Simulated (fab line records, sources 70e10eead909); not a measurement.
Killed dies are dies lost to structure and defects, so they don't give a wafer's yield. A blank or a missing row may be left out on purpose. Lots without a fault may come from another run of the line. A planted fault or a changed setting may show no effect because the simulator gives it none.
A struck lot beside a sound one | flow nand_harc | 13 steps out of a route of 1302
Sound: wafers L642.1, L642.2, L642.3. Struck: wafers L652.2, L652.5, L652.6. The cause comes at the end.
At each step with rows: each side's tool, then ch and its chambers, then its first start. Under that, the readings that differ: sound wafers | struck wafers | difference of the means | sigmas: that difference in standard deviations of wafers without a fault.
alike: readings whose means differ by less than 2 such deviations, and words and numbers that are the same on both sides. not compared: withheld readings, readings that some wafer has no value for, bounds like >300 that may hide the same value, and numbers for which the record gives no deviation and whose values overlap.
The two part at a step that has a row with sigmas, a row that says differs or no value, or rows on one side only. Numbers that don't overlap but have no deviation are shown without sigmas and don't part them. A reading that every wafer of one side lacks parts them only if that side has two wafers or more.

first, 1 step without rows for these wafers: NHARC_A_SLIT_SRD_20.
NHARC_A_SLIT_CD_MEAS_21:
  sound on cd_sem-02, day 21 12:05; struck on cd_sem-03, day 25 01:25
  alike: cd_nm
then, 3 steps without rows for these wafers: NHARC_A_SIN_REMOVE_WET_00 (chemistry H3PO4, time 15300 s); NHARC_A_SIN_REMOVE_PRECLEAN_01 (cleans in SC1); NHARC_A_SIN_REMOVE_SRD_02.
NHARC_A_SIN_REMOVE_INSPECT_04:
  sound on defect_inspect-02, day 21 18:43; struck on defect_inspect-01, day 25 07:22
  alike: raw_defect_count
NHARC_A_WL_FILL_ALD_00: deposits Al2O3, target thk 3 nm, pulse time 3 s, ald cycles 30.
  sound on ald_hk-04 ch 0,2,3, day 21 18:49; struck on ald_hk-03 ch 2,3, day 25 07:28
  alike: heater_power_w, precursor_pulse_height_rel
NHARC_A_WL_FILL_RTA_01: time 5 s.
  sound on rtp_anneal-02 ch 0, day 21 19:03; struck on rtp_anneal-01 ch 0, day 25 07:43
  reading             | sound          | struck         | difference | sigmas
  lamp_power_pct (%)  | 26.8 26.8 26.7 | 29.3 29.2 29.2 | +2.5       | +2
  lamp_zone_1_pct (%) | 26.7 26.7 26.8 | 29.2 29.2 29.3 | +2.5       | +2
  lamp_zone_2_pct (%) | 26.8 26.8 26.8 | 29.2 29.2 29.3 | +2.4       | +2
  alike: wafer_temp_C_max
NHARC_A_WL_FILL_ALD_02: deposits TiN, target thk 2 nm, pulse time 3 s, ald cycles 100.
  sound on ald_metal-04 ch 1,2,3, day 21 19:18; struck on ald_metal-03 ch 1,2,3, day 25 07:59
  alike: heater_power_w, precursor_pulse_height_rel
NHARC_A_WL_FILL_CVD_03: deposits W, target thk 40 nm, time 279 s.
  sound on cvd_w-01 ch 0,1, day 21 19:42; struck on cvd_w-02 ch 0,1, day 25 08:21
  alike: heater_power_w, mfc_ar_sccm, throttle_valve_pct
NHARC_A_WL_FILL_ETCHBACK_04: etches the open film in NF3, target depth 60 nm, time 120 s.
  sound on rie_metal-03 ch 0,1, day 21 20:04; struck on rie_metal-03 ch 0,1, day 25 08:45
  reading               | sound             | struck            | difference | sigmas
  oes_product_au (a.u.) | 0.996 1.012 1.004 | 0.708 0.714 0.692 | -0.299     | -25
  alike: drypump_motor_current_A
  not compared: rf_hours_counter_h
NHARC_A_WL_FILL_ETCHBACK_05: etches the open film in Cl2/BCl3, target depth 22 nm, time 60 s.
  sound on rie_metal-03 ch 0,1, day 21 20:19; struck on rie_metal-03 ch 0,1, day 25 08:58
  alike: drypump_motor_current_A, oes_product_au
  not compared: rf_hours_counter_h
NHARC_END_SORT_01:
  the record has rows for the sound wafers here (prober-01 ch 0, day 25 17:12) and none for the struck ones

WHERE THEY PART
First at NHARC_A_WL_FILL_RTA_01; last, within this record, at NHARC_END_SORT_01.

WHY: what the simulator had put in
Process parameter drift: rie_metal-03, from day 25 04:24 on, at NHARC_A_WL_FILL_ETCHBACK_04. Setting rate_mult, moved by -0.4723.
